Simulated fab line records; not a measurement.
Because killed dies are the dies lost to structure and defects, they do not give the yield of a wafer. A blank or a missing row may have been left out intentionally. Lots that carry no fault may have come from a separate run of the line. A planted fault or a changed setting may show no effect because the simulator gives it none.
Split-lot trial	flow n5-finfet	21 wafers read from 7 lots, route of 1938 steps

## ON THE SPLIT
At N5_DUMMY_GATE_COAT_28 (time 60 s, resist thk 10 nm), the setting spin-rpm was moved away from the recipe's 1500 rpm on 9 of the 21 wafers read, by -9.3% to +7.5%. For the rest of the wafers, this setting stayed at what the recipe calls for.

Reading taken at the split's own step.

## THE READING
underlayer_of_DUMMY_GATE_COAT_28.thk-nm (the simulator's own value, which no gauge read), in nm, at N5_DUMMY_GATE_COAT_28 (time 60 s, resist thk 10 nm). The file does not state a usual value for it.

wafer	tool, chamber at the split	spin-rpm as run, rpm	against the recipe	underlayer_of_DUMMY_GATE_COAT_28.thk-nm, nm	against lot-mates on the recipe
L075.1	litho-track-02, 0	1500	recipe	10	-
L075.3	litho-track-02, 0	1500	recipe	10	-
L075.4	litho-track-02, 0	1500	recipe	10	-
L083.1	litho-track-05, 0	1444	-3.7%	10.2	+0.2
L083.6	litho-track-05, 0	1444	-3.7%	10.2	+0.2
L083.2	litho-track-05, 0	1500	recipe	10	-
L084.3	litho-track-05, 0	1500	recipe	10	-
L084.4	litho-track-05, 0	1500	recipe	10	-
L084.6	litho-track-05, 0	1500	recipe	10	-
L089.1	litho-track-05, 0	1500	recipe	10	-
L089.2	litho-track-05, 0	1389	-7.4%	10.4	+0.4
L089.4	litho-track-05, 0	1389	-7.4%	10.4	+0.4
L091.4	litho-track-03, 0	1500	recipe	10	-
L091.5	litho-track-03, 0	1613	+7.5%	9.6	-0.4
L091.6	litho-track-03, 0	1613	+7.5%	9.6	-0.4
L095.3	litho-track-02, 0	1500	recipe	10	-
L095.4	litho-track-02, 0	1500	recipe	10	-
L095.5	litho-track-02, 0	1360	-9.3%	10.6	+0.6
L097.2	litho-track-05, 0	1414	-5.7%	10.2	+0.2
L097.5	litho-track-05, 0	1414	-5.7%	10.2	+0.2
L097.4	litho-track-05, 0	1500	recipe	10	-

THE FIT
A straight line over all 21 wafers: underlayer_of_DUMMY_GATE_COAT_28.thk-nm changes by -0.0531 nm for each +1% of spin-rpm; r = -0.98; the points scatter about the line by 0.041 nm.
The same after taking each lot's own level away (the mean of its wafers on the recipe; 21 wafers): -0.0531 nm for each +1%; r = -0.98; scatter 0.041 nm.
That fit puts the effect of the largest move of spin-rpm on the reading at 0.5 nm.
The lots' own levels span 10.00 to 10.00 nm.
The two slopes are in agreement: the lot-to-lot level therefore moves the slope only a little.
Check: for one of the wafers moved furthest among these (-9.3%), held out of the fit, the line's prediction against its lot-mates is +0.461 nm. Against them it came out at +0.6 nm.

## ADDITIONAL SPLITS CARRIED BY THESE WAFERS
Note: prior to the reading, these wafers also went through further splits. Each is held against what the fit with the lots' levels taken away leaves over:
other split on the same wafers	wafers away from the commonest value	r with underlayer_of_DUMMY_GATE_COAT_28.thk-nm (lot level and that fit taken away)
N5_WELL_APT_EXPOSE_05 dose-mj	7	-0.06
N5_WELL_APT_DESCUM_13 time-s	4	-0.32
N5_FIN_SAQP_HM_DEP_03 time-s	6	-0.16
N5_FIN_SAQP_HM_DEP_72 time-s	7	-0.33
N5_FIN_CUT_CUT_ETCH_15 time-s	3	+0.01

## THE FILE'S OWN FIT
underlayer_of_DUMMY_GATE_COAT_28.thk-nm changes by -0.0549 nm for each +1% of spin-rpm, r = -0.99.
